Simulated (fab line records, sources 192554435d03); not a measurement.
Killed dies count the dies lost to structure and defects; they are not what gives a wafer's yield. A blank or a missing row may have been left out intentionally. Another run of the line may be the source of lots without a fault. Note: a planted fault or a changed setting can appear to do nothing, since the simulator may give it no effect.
A struck lot beside a sound one || flow n5-finfet || 20 steps out of a route of 1938
Sound: the wafers L803.1, L803.3, L803.5. Struck: wafers L811.3, L811.5, L811.6. The cause is given at the end.
At each step with rows: each side's tool, then ch and its chambers, then its first start. Under that, the readings that differ: sound wafers || struck wafers || difference of the means || sigmas: that difference in standard deviations of wafers without a fault.
alike: readings with means less than 2 such deviations apart, plus words and numbers identical on both sides. not compared: withheld readings, readings lacking a value on some wafer, bounds such as >300 that could conceal the same value, and numbers that have no deviation in the record and whose values overlap.
Wherever a step has rows on one side only, a row that says differs or no value, or a row with sigmas, the two part there. Non-overlapping numbers with no deviation appear without sigmas and do not part them. A reading that every wafer of one side lacks parts them only if that side has two wafers or more.

first, 1 step without rows for these wafers: N5_PASSIVATION_STRIP_14 (strips in O2).
N5_PASSIVATION_ETCH_15: etches SiCN in CF4/N2, target depth 75 nm, time 81.2 s.
  sound on rie-diel-06 ch 0,3; struck on rie-diel-05 ch 0,1,2
  alike: drypump-motor-current-A, oes-product-au, rf-vpp-V, showerhead-plenum-p-Torr, throttle-valve-pct
  not compared: rf-hours-counter-h
then, 2 steps without rows for these wafers: N5_PASSIVATION_STRIP_73 (strips in post etch residue remover, time 60 s); N5_PASSIVATION_SRD_17 (time 30 s, dry time 30 s).
N5_PASSIVATION_DEGAS_18: time 60 s.
  sound on pvd-sputter-01, day 13 16:19; struck on pvd-sputter-02, day 16 10:03
  alike: heater-power-w
N5_PASSIVATION_PRE_CLEAN_19:
  sound on pvd-sputter-01, day 13 16:21; struck on pvd-sputter-02, day 16 10:05
  alike: heater-power-w
N5_PASSIVATION_SPUTTER_20: material TaN, target thk 50 nm.
  sound on pvd-sputter-01, day 13 16:23; struck on pvd-sputter-02, day 16 10:08
  alike: substrate-temp-c, throttle-valve-pct
N5_PASSIVATION_AL_DEP_21: deposits Al, target thk 2800 nm, time 170 s.
  sound on pvd-sputter-01, day 13 16:29; struck on pvd-sputter-02, day 16 10:14
  alike: substrate-temp-c, throttle-valve-pct
then, 4 steps without rows for these wafers: N5_PASSIVATION_HMDS_23 (time 60 s); N5_PASSIVATION_COAT_24; N5_PASSIVATION_EBR_26; N5_PASSIVATION_SOFTBAKE_25 (time 90 s).
N5_PASSIVATION_EXPOSE_27: exposes mask PAD, defocus 0 nm.
  sound on krf-scanner-01 ch 0, day 13 16:55; struck on krf-scanner-02 ch 0, day 16 10:32
{"reading": "model.PASSIVATION.overlay-x-nm (nm)", "sound": "-1.2 -1.2 -1.2", "struck": "242.8 242.8 242.8", "difference": "+244.0", "sigmas": ""}
  alike: mask
then, 3 steps without rows for these wafers: N5_PASSIVATION_PEB_28; N5_PASSIVATION_DEVELOP_29 (develop time 60 s); N5_PASSIVATION_HARDBAKE_31 (time 120 s).
N5_PASSIVATION_CD_MEAS_30: target cd 4000 nm.
  sound on cd-sem-03 ch 0, day 13 17:05; struck on cd-sem-03 ch 0, day 16 10:42
  alike: cd-nm
N5_PASSIVATION_OVL_MEAS_63:
  sound on overlay-02 ch 0, day 13 17:07; struck on overlay-01 ch 0, day 16 10:44
{"reading": "PAD_OVL (nm)", "sound": "-13 -1 -5", "struck": "235 236 239", "difference": "+243", "sigmas": "+37"}
N5_PASSIVATION_INSPECT_64: inspects for defects (macro).
  sound on defect-inspect-02, day 13 17:08; struck on defect-inspect-01, day 16 10:45
  alike: raw-defect-count
N5_PASSIVATION_PROBE_49:
  sound on prober-02, day 13 22:20; struck on prober-01, day 16 15:49
  alike: defect-limited-yield, killed_at_M0_to_M3, killed_at_M4_up, killed-at-contacts, killed-at-front-end, killed-at-other, killed-dies, killed-open, killed-short, sort_bin_5_function, sort_bin_6_memory, sort_bin_8_speed, sort-n-pass, sort-yield-pct

WHERE THEY PART
N5_PASSIVATION_OVL_MEAS_63 only, going by this record. Later steps at which nothing parts them and some readings are alike: N5_PASSIVATION_INSPECT_64, N5_PASSIVATION_PROBE_49.

WHY: the cause the simulator had injected
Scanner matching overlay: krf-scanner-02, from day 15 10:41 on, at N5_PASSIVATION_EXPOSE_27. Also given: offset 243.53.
